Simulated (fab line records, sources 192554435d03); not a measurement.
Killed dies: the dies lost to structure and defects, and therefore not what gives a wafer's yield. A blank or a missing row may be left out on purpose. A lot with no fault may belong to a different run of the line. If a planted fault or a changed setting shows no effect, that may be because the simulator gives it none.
fab line records | flow n5_finfet
[record] lots = 7 | wafers = 21
route steps=1938 shown BEOL_M3@938 BEOL_M5@1139 BEOL_M6@1212
start_h: hours from the record's opening day to when the first of the lot's shown wafers began | wait_h: hours since the lot's step before | " unchanged from the row above | L1.1+2: several wafers, shown together as one row | - either no value or no given start | * or withheld: withheld | < > ~ a bound
route shown NAME@n: a module of which the file shows steps, and the number in the route of the first | usual: mean/standard deviation of fault-free wafers | same: alike in all rows | chamber/n: place in a boat | sites: the reading at each site | _std_site: the values' standard deviation | _edge_site: mean of outer sites minus mean of inner sites | radius_mm: how far each site lies from the wafer's centre | mask NAME#n: copy n | behind: the last tool/chamber to shape the wafer | hold: the reason the lot was held/the length of the hold in hours/how it ended | device: whichever transistor did not switch (one of n, p or np) | end of line: the tests these same wafers got at the end of their route | a step without rows: its recipe alone | killed: the dies lost at the first sort to structure and to defects; this is not the yield of the wafer | map: the dies of a wafer, with x for killed, . for not killed, _ for no die there
set.NAME: setting as actually run; set.NAME@STEP: the setting as run at that earlier step | model.NAME: the simulator's own value behind a step, which no gauge read
lots with deliberately changed settings; one table per step, one row per wafer
[[steps]]
[step N5_BEOL_M3_COAT_05]
[recipe] resist = CAR-EUV | spin_rpm = 1500 | resist_thk_nm = 30
lot.wafer | tool           | chamber | start_h | wait_h | set.spin_rpm | model.CAR-EUV_of_BEOL_M3_COAT_05.thk_nm
L086.1+3  | litho_track-04 | 0       | -       | -      | 1410         | 31
L086.2    | "              | 0       | "       | "      | 1500         | 30
L088.1    | litho_track-04 | 0       | -       | -      | 1500         | 30
L088.2+3  | "              | 0       | "       | "      | 1621         | 28.8
L089.2+4  | litho_track-03 | 0       | -       | -      | 1361         | 31.4
L089.5    | "              | 0       | "       | "      | 1500         | 30
L090.1    | litho_track-04 | 0       | -       | -      | 1500         | 30
L090.3+5  | "              | 0       | "       | "      | 1609         | 29
L092.1    | litho_track-04 | 0       | -       | -      | 1500         | 30
L092.2+5  | "              | 0       | "       | "      | 1500         | 29.8
L093.2+4  | litho_track-01 | 0       | -       | -      | 1646         | 28.6
L093.5    | "              | 0       | "       | "      | 1500         | 29.8
L097.1+4  | litho_track-04 | 0       | -       | -      | 1500         | 30
L097.3    | "              | 0       | "       | "      | 1375         | 31.2
[step N5_BEOL_M3_EBR_07]
[recipe] solvent = PGMEA | ebr_width_mm = 1.5
[step N5_BEOL_M3_SOFTBAKE_06]
[recipe] temp_c = 110 | time_s = 60 | resist = CAR-EUV
[step N5_BEOL_M3_EXPOSE_08]
[recipe] mask_id = M3 | na = 0.33 | source_shape = dipole | sigma_inner = 0.369 | sigma_outer = 0.767 | polarization = unpolarized | dose_mj = 33
[step N5_BEOL_M3_PEB_09]
[recipe] peb_temp_c = 100 | peb_time_s = 60 | resist = CAR-EUV
[step N5_BEOL_M3_DEVELOP_10]
[recipe] develop_time_s = 30 | developer = TMAH | resist = CAR-EUV | rinse_liquid = surfactant_rinse | dry = air_spin | dev_temp_c = 23
lot.wafer  | tool           | chamber | start_h | wait_h | set.spin_rpm@BEOL_M3_COAT_05 | model.CAR-EUV_of_BEOL_M3_COAT_05.thk_nm
L086.1+3   | litho_track-04 | 0       | -       | -      | 1410                         | 30.6
L086.2     | "              | 0       | "       | "      | 1500                         | 29.6
L088.1     | litho_track-01 | 0       | -       | -      | 1500                         | 29.6
L088.2+3   | "              | 0       | "       | "      | 1621                         | 28.4
L089.2+4   | litho_track-03 | 0       | -       | -      | 1361                         | 31
L089.5     | "              | 0       | "       | "      | 1500                         | 29.4
L090.1     | litho_track-03 | 0       | -       | -      | 1500                         | 29.6
L090.3     | "              | 0       | "       | "      | 1609                         | 28.4
L090.5     | "              | 0       | "       | "      | 1609                         | 28.6
L092.1+2+5 | litho_track-01 | 0       | -       | -      | 1500                         | 29.4
L093.2+4   | litho_track-03 | 0       | -       | -      | 1646                         | 28
L093.5     | "              | 0       | "       | "      | 1500                         | 29.4
L097.1     | litho_track-03 | 0       | -       | -      | 1500                         | 29.4
L097.3     | "              | 0       | "       | "      | 1375                         | 30.8
L097.4     | "              | 0       | "       | "      | 1500                         | 29.6
[step N5_BEOL_M3_DESCUM_16]
[recipe] chemistry = O2 | time_s = 7 | source_power_w = 50 | bias_power_w = 20 | pressure_mtorr = 20 | rf_frequency_hz = 2.712e+07 | temp_c = 40 | resist = CAR-EUV | o2_flow_sccm = 225
lot.wafer  | tool        | chamber | start_h | wait_h | set.spin_rpm@BEOL_M3_COAT_05 | model.CAR-EUV_of_BEOL_M3_COAT_05.thk_nm
L086.1+3   | rie_diel-02 | 3,2     | 216.24  | 0.1    | 1410                         | 27.2
L086.2     | "           | 1       | "       | "      | 1500                         | 26.2
L088.1     | rie_diel-04 | 3       | 226.63  | 0.0    | 1500                         | 26
L088.2     | "           | 2       | "       | "      | 1621                         | 24.8
L088.3     | "           | 0       | "       | "      | 1621                         | 25
L089.2     | rie_diel-05 | 3       | 235.95  | 0.5    | 1361                         | 27.6
L089.4     | "           | 0       | "       | "      | 1361                         | 27.4
L089.5     | "           | 3       | "       | "      | 1500                         | 26
L090.1     | rie_diel-02 | 2       | 240.49  | 0.0    | 1500                         | 26.2
L090.3     | "           | 3       | "       | "      | 1609                         | 25
L090.5     | "           | 1       | "       | "      | 1609                         | 25.2
L092.1+2+5 | rie_diel-02 | 1,3,3   | 253.64  | 0.1    | 1500                         | 26
L093.2+4   | rie_diel-05 | 1,3     | 262.02  | 0.7    | 1646                         | 24.6
L093.5     | "           | 0       | "       | "      | 1500                         | 26
L097.1     | rie_diel-05 | 0       | 284.92  | 0.0    | 1500                         | 26
L097.3     | "           | 1       | "       | "      | 1375                         | 27.4
L097.4     | "           | 3       | "       | "      | 1500                         | 26.2
[step N5_BEOL_M3_ETCH_74]
[recipe] chemistry = N2/H2 | target = underlayer | target_depth_a = 65 | mask_material = CAR-EUV | time_s = 5.2 | ion_energy_ev = 200 | pressure_mtorr = 30 | source_w = 840 | bias_w = 150 | n2_flow_sccm = 200 | h2_flow_sccm = 200 | ends = cleared
[step N5_BEOL_M3_ETCH_63]
[recipe] chemistry = CF4 | target = SiARC | target_depth_a = 156 | mask_material = CAR-EUV | time_s = 26 | ion_energy_ev = 80 | pressure_mtorr = 40 | source_w = 545 | bias_w = 36 | Ar_flow_sccm = 100 | cf4_flow_sccm = 100 | ends = cleared
[step N5_BEOL_M3_STRIP_97]
[recipe] chemistry = N2/H2 | time_s = 10 | power_w = 450 | temp_c = 40 | pressure_mtorr = 20 | rf_frequency_hz = 6e+07 | bias_power_w = 7 | n2_flow_sccm = 200 | h2_flow_sccm = 200
[step N5_BEOL_M3_HM_STRIP_39]
[recipe] chemistry = peroxide_tin_strip | material = TiN | target_depth_a = 250 | temp_c = 50 | time_s = 158
lot.wafer | tool         | chamber | start_h | wait_h | set.time_s@BEOL_M3_PECVD_72 | model.SiO2_of_BEOL_M3_PECVD_72.thk_nm
L086.1    | wet_bench-04 | 7       | 222.64  | 0.0    | 20.56                       | 17.4
L086.2    | "            | 0       | "       | "      | 18                          | 15.8
L086.3    | "            | 6       | "       | "      | 18                          | 15.4
L088.1+2  | wet_bench-06 | 6,5     | 229.20  | 0.0    | 18                          | 16
L088.3    | "            | 4       | "       | "      | 18                          | 15.6
L089.2+4  | wet_bench-06 | 3,0     | 237.63  | 0.0    | 18                          | 15.8
L089.5    | "            | 7       | "       | "      | 18                          | 16.2
L090.1+5  | wet_bench-06 | 1,7     | 242.71  | 0.0    | 18                          | 15.6
L090.3    | "            | 6       | "       | "      | 18                          | 15.4
L092.1    | wet_bench-06 | 4       | 261.44  | 0.0    | 18                          | 15.4
L092.2    | "            | 7       | "       | "      | 18                          | 15.8
L092.5    | "            | 6       | "       | "      | 18                          | 16.2
L093.2    | wet_bench-04 | 7       | 265.83  | 0.0    | 19.47                       | 16.6
L093.4    | "            | 5       | "       | "      | 18                          | 16
L093.5    | "            | 0       | "       | "      | 19.47                       | 17
L097.1+4  | wet_bench-04 | 7,1     | 292.38  | 0.0    | 16.79                       | 14.8
L097.3    | "            | 3       | "       | "      | 16.79                       | 14.6
[step N5_BEOL_M5_COAT_65]
[recipe] resist = SOC | temp_c = 250 | time_s = 60 | spin_rpm = 1500 | resist_thk_nm = 60
lot.wafer  | tool           | chamber | start_h | wait_h | set.spin_rpm | model.SOC_of_BEOL_M5_COAT_65.thk_nm
L086.1     | litho_track-04 | 0       | 244.79  | 1.3    | 1543         | 58.8
L086.2     | "              | 0       | "       | "      | 1500         | 59.6
L086.3     | "              | 0       | "       | "      | 1500         | 59.8
L088.1+2   | litho_track-02 | 0       | 250.82  | 2.7    | 1364         | 63
L088.3     | "              | 0       | "       | "      | 1500         | 60
L089.2+4   | litho_track-01 | 0       | 259.43  | 1.3    | 1565         | 59
L089.5     | "              | 0       | "       | "      | 1500         | 60.2
L090.1     | litho_track-04 | 0       | 268.29  | 1.2    | 1500         | 59.6
L090.3     | "              | 0       | "       | "      | 1500         | 59.8
L090.5     | "              | 0       | "       | "      | 1450         | 60.8
L092.1+2+5 | litho_track-04 | 0       | 280.24  | 0.2    | 1500         | 59.8
L093.2     | litho_track-04 | 0       | 292.92  | 0.1    | 1500         | 59.6
L093.4     | "              | 0       | "       | "      | 1628         | 57.4
L093.5     | "              | 0       | "       | "      | 1500         | 59.8
L097.1+3   | litho_track-02 | 0       | 317.36  | 1.4    | 1370         | 62.8
L097.4     | "              | 0       | "       | "      | 1370         | 63
[step N5_BEOL_M5_COAT_22]
[recipe] resist = CAR-EUV | spin_rpm = 1500 | resist_thk_nm = 30
lot.wafer  | tool           | chamber | start_h | wait_h | set.spin_rpm | model.CAR-EUV_of_BEOL_M5_COAT_22.thk_nm
L086.1+2   | litho_track-04 | 0       | -       | -      | 1500         | 29.8
L086.3     | "              | 0       | "       | "      | 1647         | 28.4
L088.1+2+3 | litho_track-02 | 0       | -       | -      | 1550         | 29.6
L089.2+4+5 | litho_track-01 | 0       | -       | -      | 1351         | 31.8
L090.1     | litho_track-04 | 0       | -       | -      | 1500         | 29.8
L090.3+5   | "              | 0       | "       | "      | 1500         | 30
L092.1+2+5 | litho_track-04 | 0       | -       | -      | 1500         | 30
L093.2+4   | litho_track-04 | 0       | -       | -      | 1500         | 29.8
L093.5     | "              | 0       | "       | "      | 1500         | 30
L097.1+4   | litho_track-02 | 0       | -       | -      | 1500         | 30.2
L097.3     | "              | 0       | "       | "      | 1622         | 29
[step N5_BEOL_M5_EBR_24]
[recipe] solvent = PGMEA | ebr_width_mm = 1.5
[step N5_BEOL_M5_SOFTBAKE_23]
[recipe] temp_c = 110 | time_s = 60 | resist = CAR-EUV
[step N5_BEOL_M5_DESCUM_33]
[recipe] chemistry = O2 | time_s = 7 | source_power_w = 50 | bias_power_w = 20 | pressure_mtorr = 20 | rf_frequency_hz = 2.712e+07 | temp_c = 40 | resist = CAR-EUV | o2_flow_sccm = 225
lot.wafer  | tool        | chamber | start_h | wait_h | set.spin_rpm@BEOL_M5_COAT_22 | model.CAR-EUV_of_BEOL_M5_COAT_22.thk_nm
L086.1+2   | rie_diel-05 | 2,3     | 245.19  | 0.0    | 1500                         | 26
L086.3     | "           | 0       | "       | "      | 1647                         | 24.4
L088.1+2   | rie_diel-02 | 0,3     | 251.21  | 0.0    | 1550                         | 25.6
L088.3     | "           | 1       | "       | "      | 1550                         | 25.8
L089.2+4+5 | rie_diel-02 | 3,2,0   | 259.82  | 0.0    | 1351                         | 27.8
L090.1+3+5 | rie_diel-04 | 1,0,0   | 268.81  | 0.0    | 1500                         | 26
L092.1+2   | rie_diel-04 | 3,0     | 280.76  | 0.0    | 1500                         | 26
L092.5     | "           | 1       | "       | "      | 1500                         | 26.2
L093.2+4   | rie_diel-05 | 0,3     | 293.32  | 0.0    | 1500                         | 25.8
L093.5     | "           | 2       | "       | "      | 1500                         | 26
L097.1+4   | rie_diel-04 | 0,1     | 318.27  | 0.4    | 1500                         | 26.2
L097.3     | "           | 2       | "       | "      | 1622                         | 25
[step N5_BEOL_M5_ETCH_75]
[recipe] chemistry = N2/H2 | target = underlayer | target_depth_a = 65 | mask_material = CAR-EUV | time_s = 5.2 | ion_energy_ev = 200 | pressure_mtorr = 30 | source_w = 840 | bias_w = 150 | n2_flow_sccm = 200 | h2_flow_sccm = 200 | ends = cleared
[step N5_BEOL_M5_ETCH_67]
[recipe] chemistry = CF4 | target = SiARC | target_depth_a = 156 | mask_material = CAR-EUV | time_s = 26 | ion_energy_ev = 80 | pressure_mtorr = 40 | source_w = 545 | bias_w = 36 | Ar_flow_sccm = 100 | cf4_flow_sccm = 100 | ends = cleared
lot.wafer  | tool        | chamber | start_h | wait_h | set.spin_rpm@BEOL_M5_COAT_22 | model.CAR-EUV_of_BEOL_M5_COAT_22.thk_nm
L086.1+2   | rie_diel-05 | 2,3     | 245.24  | 0.0    | 1500                         | 11
L086.3     | "           | 0       | "       | "      | 1647                         | 9.6
L088.1+2   | rie_diel-02 | 0,3     | 251.27  | 0.0    | 1550                         | 10.6
L088.3     | "           | 1       | "       | "      | 1550                         | 10.8
L089.2+5   | rie_diel-02 | 3,0     | 259.88  | 0.0    | 1351                         | 12.8
L089.4     | "           | 2       | "       | "      | 1351                         | 13
L090.1+3+5 | rie_diel-04 | 1,0,0   | 268.87  | 0.0    | 1500                         | 11.2
L092.1     | rie_diel-04 | 3       | 280.82  | 0.0    | 1500                         | 11
L092.2+5   | "           | 0,1     | "       | "      | 1500                         | 11.2
L093.2+4+5 | rie_diel-05 | 0,3,2   | 293.37  | 0.0    | 1500                         | 11
L097.1     | rie_diel-04 | 0       | 318.32  | 0.0    | 1500                         | 11.4
L097.3     | "           | 2       | "       | "      | 1622                         | 10
L097.4     | "           | 1       | "       | "      | 1500                         | 11.2
[step N5_BEOL_M5_ETCH_68]
[recipe] chemistry = N2/H2 | target = SOC | target_depth_a = 800 | overetch_a = 160 | mask_material = SiARC | temp_c = 40 | time_s = 120 | ion_energy_ev = 200 | pressure_mtorr = 30 | source_w = 840 | bias_w = 150 | n2_flow_sccm = 200 | h2_flow_sccm = 200
lot.wafer | tool        | chamber | start_h | wait_h | set.spin_rpm@BEOL_M5_COAT_65 | model.etch.depth_nm
L086.1    | rie_diel-05 | 2       | 245.27  | 0.0    | 1543                         | 58.74
L086.2    | "           | 3       | "       | "      | 1500                         | 59.68
L086.3    | "           | 0       | "       | "      | 1500                         | 59.83
L088.1    | rie_diel-02 | 0       | 251.29  | 0.0    | 1364                         | 62.98
L088.2    | "           | 3       | "       | "      | 1364                         | 63.03
L088.3    | "           | 1       | "       | "      | 1500                         | 60.08
L089.2+4  | rie_diel-02 | 3,2     | 259.90  | 0.0    | 1565                         | 58.93
L089.5    | "           | 0       | "       | "      | 1500                         | 60.14
L090.1    | rie_diel-04 | 1       | 268.89  | 0.0    | 1500                         | 59.62
L090.3    | "           | 0       | "       | "      | 1500                         | 59.78
L090.5    | "           | 0       | "       | "      | 1450                         | 60.7
L092.1    | rie_diel-04 | 3       | 280.84  | 0.0    | 1500                         | 59.87
L092.2    | "           | 0       | "       | "      | 1500                         | 59.79
L092.5    | "           | 1       | "       | "      | 1500                         | 59.75
L093.2    | rie_diel-05 | 0       | 293.40  | 0.0    | 1500                         | 59.64
L093.4    | "           | 3       | "       | "      | 1628                         | 57.3
L093.5    | "           | 2       | "       | "      | 1500                         | 59.75
L097.1    | rie_diel-04 | 0       | 318.35  | 0.0    | 1370                         | 62.84
L097.3    | "           | 2       | "       | "      | 1370                         | 62.86
L097.4    | "           | 1       | "       | "      | 1370                         | 62.91
[step N5_BEOL_M6_ETCH_62]
[recipe] chemistry = N2/H2 | target = SOC | target_depth_a = 1100 | overetch_a = 220 | mask_material = SiARC | temp_c = 40 | time_s = 165 | ion_energy_ev = 200 | pressure_mtorr = 30 | source_w = 840 | bias_w = 150 | n2_flow_sccm = 200 | h2_flow_sccm = 200
lot.wafer | tool        | chamber | start_h | wait_h | set.time_s | model.SiARC_of_BEOL_M6_COAT_60.thk_nm
L086.1+3  | rie_diel-06 | 0,2     | 257.11  | 0.0    | 165        | 28.6
L086.2    | "           | 1       | "       | "      | 165        | 28.4
L088.1+3  | rie_diel-01 | 2,0     | 261.64  | 0.0    | 195.9      | 27
L088.2    | "           | 1       | "       | "      | 165        | 28.2
L089.2    | rie_diel-01 | 2       | 270.36  | 0.0    | 154.8      | 28.6
L089.4    | "           | 3       | "       | "      | 165        | 28.2
L089.5    | "           | 1       | "       | "      | 165        | 28
L090.1+5  | rie_diel-06 | 2,1     | 285.74  | 0.0    | 165        | 28.2
L090.3    | "           | 0       | "       | "      | 198.6      | 27
L092.1    | rie_diel-03 | 2       | 291.32  | 0.0    | 165        | 28.8
L092.2    | "           | 1       | "       | "      | 165        | 28.4
L092.5    | "           | 2       | "       | "      | 165        | 28.6
L093.2    | rie_diel-06 | 3       | 303.95  | 0.0    | 165        | 28.2
L093.4    | "           | 0       | "       | "      | 165        | 28.6
L093.5    | "           | 0       | "       | "      | 192.7      | 27.4
L097.1    | rie_diel-01 | 1       | 331.02  | 0.0    | 165        | 28.2
L097.3    | "           | 0       | "       | "      | 165        | 28.4
L097.4    | "           | 3       | "       | "      | 141.2      | 29.2
[step N5_BEOL_M6_STRIP_68]
[recipe] chemistry = N2/H2 | temp_c = 40 | n2_flow_sccm = 200 | h2_flow_sccm = 200 | rf_frequency_hz = 6e+07
[step N5_BEOL_M6_STRIP_67]
[recipe] chemistry = CF4 | resist = SiARC | power_w = 300 | bias_power_w = 75 | pressure_mtorr = 50 | cf4_flow_sccm = 150 | rf_frequency_hz = 6e+07
[step N5_BEOL_M6_HM_OPEN_17]
[recipe] chemistry = Cl2/BCl3 | target_depth_a = 200 | overetch_a = 60 | target = TiN | mask_material = SOC | ion_energy_ev = 150 | pressure_mtorr = 10 | icp_w = 1000 | bias_w = 126 | Cl2_flow_sccm = 53.25 | bcl3_flow_sccm = 21.75 | Ar_flow_sccm = 25
lot.wafer | tool         | chamber | start_h | wait_h | set.time_s@BEOL_M6_ETCH_62 | model.etch.depth_nm
L086.1    | rie_metal-01 | 1       | 257.29  | 0.0    | 165                        | 19.98
L086.2    | "            | 1       | "       | "      | 165                        | 19.48
L086.3    | "            | 1       | "       | "      | 165                        | 19.86
L088.1    | rie_metal-01 | 1       | 261.82  | 0.0    | 195.9                      | 16.61
L088.2    | "            | 1       | "       | "      | 165                        | 19.59
L088.3    | "            | 1       | "       | "      | 195.9                      | 16.53
L089.2    | rie_metal-01 | 0       | 270.55  | 0.0    | 154.8                      | 19.76
L089.4    | "            | 0       | "       | "      | 165                        | 19.79
L089.5    | "            | 0       | "       | "      | 165                        | 20.01
L090.1    | rie_metal-02 | 0       | 285.93  | 0.0    | 165                        | 20.04
L090.3    | "            | 1       | "       | "      | 198.6                      | 17.09
L090.5    | "            | 1       | "       | "      | 165                        | 20.09
L092.1    | rie_metal-01 | 0       | 291.51  | 0.0    | 165                        | 19.95
L092.2    | "            | 1       | "       | "      | 165                        | 19.91
L092.5    | "            | 1       | "       | "      | 165                        | 19.78
L093.2    | rie_metal-02 | 1       | 304.14  | 0.0    | 165                        | 19.65
L093.4    | "            | 1       | "       | "      | 165                        | 19.97
L093.5    | "            | 0       | "       | "      | 192.7                      | 17.25
L097.1    | rie_metal-03 | 0       | 331.20  | 0.0    | 165                        | 20.19
L097.3    | "            | 0       | "       | "      | 165                        | 20.02
L097.4    | "            | 1       | "       | "      | 141.2                      | 19.99
[step N5_BEOL_M6_COAT_22]
[recipe] resist = CAR-EUV | spin_rpm = 1500 | resist_thk_nm = 30
lot.wafer  | tool           | chamber | start_h | wait_h | set.spin_rpm | model.CAR-EUV_of_BEOL_M6_COAT_22.thk_nm
L086.1+3   | litho_track-01 | 0       | -       | -      | 1596         | 29
L086.2     | "              | 0       | "       | "      | 1500         | 30
L088.1     | litho_track-01 | 0       | -       | -      | 1500         | 30
L088.2+3   | "              | 0       | "       | "      | 1409         | 31
L089.2+5   | litho_track-01 | 0       | -       | -      | 1451         | 30.4
L089.4     | "              | 0       | "       | "      | 1500         | 30
L090.1+3   | litho_track-05 | 0       | -       | -      | 1500         | 30
L090.5     | "              | 0       | "       | "      | 1500         | 30.2
L092.1+2+5 | litho_track-01 | 0       | -       | -      | 1500         | 29.8
L093.2     | litho_track-05 | 0       | -       | -      | 1500         | 30.2
L093.4+5   | "              | 0       | "       | "      | 1500         | 30
L097.1+3   | litho_track-01 | 0       | -       | -      | 1500         | 30
L097.4     | "              | 0       | "       | "      | 1424         | 30.8
[step N5_BEOL_M6_EBR_24]
[recipe] solvent = PGMEA | ebr_width_mm = 1.5
[step N5_BEOL_M6_SOFTBAKE_23]
[recipe] temp_c = 110 | time_s = 60 | resist = CAR-EUV
[step N5_BEOL_M6_EXPOSE_25]
[recipe] mask_id = V5 | na = 0.33 | source_shape = annular | sigma_inner = 0.4 | sigma_outer = 0.8 | polarization = unpolarized | target_cd_nm = 40 | dose_mj = 45
[step N5_BEOL_M6_PEB_26]
[recipe] peb_temp_c = 100 | peb_time_s = 60 | resist = CAR-EUV
[step N5_BEOL_M6_DEVELOP_27]
[recipe] develop_time_s = 30 | developer = TMAH | resist = CAR-EUV | rinse_liquid = surfactant_rinse | dry = air_spin | dev_temp_c = 23
lot.wafer | tool           | chamber | start_h | wait_h | set.spin_rpm@BEOL_M6_COAT_22 | model.CAR-EUV_of_BEOL_M6_COAT_22.thk_nm
L086.1+3  | litho_track-05 | 0       | -       | -      | 1596                         | 28.6
L086.2    | "              | 0       | "       | "      | 1500                         | 29.4
L088.1    | litho_track-03 | 0       | -       | -      | 1500                         | 29.6
L088.2    | "              | 0       | "       | "      | 1409                         | 30.6
L088.3    | "              | 0       | "       | "      | 1409                         | 30.4
L089.2+5  | litho_track-03 | 0       | -       | -      | 1451                         | 30
L089.4    | "              | 0       | "       | "      | 1500                         | 29.6
L090.1+3  | litho_track-03 | 0       | -       | -      | 1500                         | 29.6
L090.5    | "              | 0       | "       | "      | 1500                         | 29.8
L092.1+2  | litho_track-01 | 0       | -       | -      | 1500                         | 29.4
L092.5    | "              | 0       | "       | "      | 1500                         | 29.2
L093.2+5  | litho_track-03 | 0       | -       | -      | 1500                         | 29.6
L093.4    | "              | 0       | "       | "      | 1500                         | 29.4
L097.1    | litho_track-05 | 0       | -       | -      | 1500                         | 29.6
L097.3    | "              | 0       | "       | "      | 1500                         | 29.4
L097.4    | "              | 0       | "       | "      | 1424                         | 30.2
[step N5_BEOL_M6_TRENCH_ETCH_37]
[recipe] chemistry = C4F6/O2 | target_depth_a = 944.35 | target = SiCOH_lowk | time_s = 31.5 | ion_energy_ev = 250 | pressure_mtorr = 30 | source_w = 345 | bias_w = 185 | Ar_flow_sccm = 300 | C4F6_flow_sccm = 10 | O2_flow_sccm = 10
lot.wafer | tool        | chamber | start_h | wait_h | set.time_s | model.etch.depth_nm | model.BEOL_M6.feature_depth_nm
L086.1    | rie_diel-03 | 0       | -       | -      | 31.5       | 95.02               | 95
L086.2    | "           | 3       | "       | "      | 26.33      | 82                  | 82
L086.3    | "           | 2       | "       | "      | 31.5       | 94.2                | 94.2
L088.1    | rie_diel-01 | 0       | -       | -      | 35.97      | 110                 | 110
L088.2    | "           | 3       | "       | "      | 31.5       | 95.46               | 95.4
L088.3    | "           | 1       | "       | "      | 35.97      | 107.8               | 107.8
L089.2    | rie_diel-01 | 3       | -       | -      | 34.94      | 105.8               | 105.8
L089.4    | "           | 1       | "       | "      | 31.5       | 93.26               | 93.2
L089.5    | "           | 2       | "       | "      | 31.5       | 94.29               | 94.2
L090.1    | rie_diel-06 | 2       | -       | -      | 31.5       | 94.3                | 94.4
L090.3    | "           | 1       | "       | "      | 31.5       | 96.4                | 96.4
L090.5    | "           | 3       | "       | "      | 34.32      | 105                 | 105
L092.1    | rie_diel-03 | 3       | -       | -      | 31.5       | 98.43               | 98.4
L092.2    | "           | 0       | "       | "      | 31.5       | 94.73               | 94.8
L092.5    | "           | 0       | "       | "      | 31.5       | 94.82               | 94.8
L093.2    | rie_diel-03 | 0       | -       | -      | 31.5       | 94.35               | 94.4
L093.4    | "           | 2       | "       | "      | 31.5       | 91.88               | 91.8
L093.5    | "           | 1       | "       | "      | 31.5       | 92.51               | 92.6
L097.1    | rie_diel-06 | 2       | -       | -      | 31.5       | 93.09               | 93
L097.3    | "           | 0       | "       | "      | 31.5       | 91.64               | 91.6
L097.4    | "           | 1       | "       | "      | 29.71      | 89.67               | 89.6
[step N5_BEOL_M6_ETCH_41]
[recipe] chemistry = CH3F/O2 | target = SiCN | target_depth_a = 297 | taper_deg = 2 | time_s = 52 | ion_energy_ev = 120 | mask_material = TiN | pressure_mtorr = 30 | source_w = 395 | bias_w = 75 | Ar_flow_sccm = 150 | CH3F_flow_sccm = 30 | O2_flow_sccm = 20
[step N5_BEOL_M6_STRIP_80]
[recipe] chemistry = N2/H2 | time_s = 10 | power_w = 450 | temp_c = 40 | pressure_mtorr = 20 | rf_frequency_hz = 6e+07 | bias_power_w = 7 | n2_flow_sccm = 200 | h2_flow_sccm = 200
[step N5_BEOL_M6_OCD_MEAS_38]
[usual] trench_depth_nm = 94.9/1.6
lot.wafer | tool   | chamber | start_h | wait_h | set.time_s@BEOL_M6_TRENCH_ETCH_37 | trench_depth_nm
L086.1    | ocd-01 | -       | 259.05  | -      | 31.5                              | 94.9
L086.2    | "      | -       | "       | "      | 26.33                             | 82.4
L086.3    | "      | -       | "       | "      | 31.5                              | 94.4
L088.1    | ocd-01 | -       | 264.61  | -      | 35.97                             | 110.1
L088.2    | "      | -       | "       | "      | 31.5                              | 95.8
L088.3    | "      | -       | "       | "      | 35.97                             | 108.3
L089.2    | ocd-01 | -       | 273.57  | -      | 34.94                             | 105.6
L089.4    | "      | -       | "       | "      | 31.5                              | 92.9
L089.5    | "      | -       | "       | "      | 31.5                              | 94.1
L090.1    | ocd-01 | -       | 288.83  | -      | 31.5                              | 94.4
L090.3    | "      | -       | "       | "      | 31.5                              | 96.6
L090.5    | "      | -       | "       | "      | 34.32                             | 105.2
L092.1    | ocd-02 | -       | 293.39  | -      | 31.5                              | 98.5
L092.2    | "      | -       | "       | "      | 31.5                              | 94.9
L092.5    | "      | -       | "       | "      | 31.5                              | 94.7
L093.2    | ocd-02 | -       | 308.00  | -      | 31.5                              | 93.8
L093.4    | "      | -       | "       | "      | 31.5                              | 92.1
L093.5    | "      | -       | "       | "      | 31.5                              | 92.6
L097.1    | ocd-01 | -       | 332.89  | -      | 31.5                              | 93.2
L097.3    | "      | -       | "       | "      | 31.5                              | 91.9
L097.4    | "      | -       | "       | "      | 29.71                             | 90.6
[[key]]
[split] step = N5_BEOL_M3_COAT_05 | setting = spin_rpm | stated = 1500 | by = wafer
[response] step = N5_BEOL_M3_COAT_05 | reading = model.CAR-EUV_of_BEOL_M3_COAT_05.thk_nm | change = -0.143 | per = 1% | r = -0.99
[response] step = N5_BEOL_M3_DEVELOP_10 | reading = model.CAR-EUV_of_BEOL_M3_COAT_05.thk_nm | change = -0.156 | per = 1% | r = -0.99
[response] step = N5_BEOL_M3_DESCUM_16 | reading = model.CAR-EUV_of_BEOL_M3_COAT_05.thk_nm | change = -0.152 | per = 1% | r = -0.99
[split] step = N5_BEOL_M5_COAT_65 | setting = spin_rpm | stated = 1500 | by = wafer
[response] step = N5_BEOL_M5_COAT_65 | reading = model.SOC_of_BEOL_M5_COAT_65.thk_nm | change = -0.302 | per = 1% | r = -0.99
[response] step = N5_BEOL_M5_ETCH_68 | reading = model.etch.depth_nm | change = -0.302 | per = 1% | r = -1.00
[split] step = N5_BEOL_M5_COAT_22 | setting = spin_rpm | stated = 1500 | by = wafer
[response] step = N5_BEOL_M5_COAT_22 | reading = model.CAR-EUV_of_BEOL_M5_COAT_22.thk_nm | change = -0.145 | per = 1% | r = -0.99
[response] step = N5_BEOL_M5_DESCUM_33 | reading = model.CAR-EUV_of_BEOL_M5_COAT_22.thk_nm | change = -0.157 | per = 1% | r = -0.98
[response] step = N5_BEOL_M5_ETCH_67 | reading = model.CAR-EUV_of_BEOL_M5_COAT_22.thk_nm | change = -0.15 | per = 1% | r = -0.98
[split] step = N5_BEOL_M6_ETCH_62 | setting = time_s | stated = 165 | by = wafer
[response] step = N5_BEOL_M6_ETCH_62 | reading = model.SiARC_of_BEOL_M6_COAT_60.thk_nm | change = -0.0617 | per = 1% | r = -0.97
[response] step = N5_BEOL_M6_HM_OPEN_17 | reading = model.etch.depth_nm | shape = bent | at_lowest = 19.99 | at_stated = 19.89 | at_highest = 17.09
[split] step = N5_BEOL_M6_COAT_22 | setting = spin_rpm | stated = 1500 | by = wafer
[response] step = N5_BEOL_M6_COAT_22 | reading = model.CAR-EUV_of_BEOL_M6_COAT_22.thk_nm | change = -0.156 | per = 1% | r = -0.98
[response] step = N5_BEOL_M6_DEVELOP_27 | reading = model.CAR-EUV_of_BEOL_M6_COAT_22.thk_nm | change = -0.135 | per = 1% | r = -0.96
[split] step = N5_BEOL_M6_TRENCH_ETCH_37 | setting = time_s | stated = 31.5 | by = wafer
[response] step = N5_BEOL_M6_TRENCH_ETCH_37 | reading = model.etch.depth_nm | change = +0.898 | per = 1% | r = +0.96
[response] step = N5_BEOL_M6_TRENCH_ETCH_37 | reading = model.BEOL_M6.feature_depth_nm | change = +0.899 | per = 1% | r = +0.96
[response] step = N5_BEOL_M6_OCD_MEAS_38 | reading = trench_depth_nm | change = +0.885 | per = 1% | r = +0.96
split outside_this_file step=N5_BEOL_M3_PECVD_72 setting=time_s
// split outside_this_file: this setting was split too, and the file shows its column; the key of that split is in another file
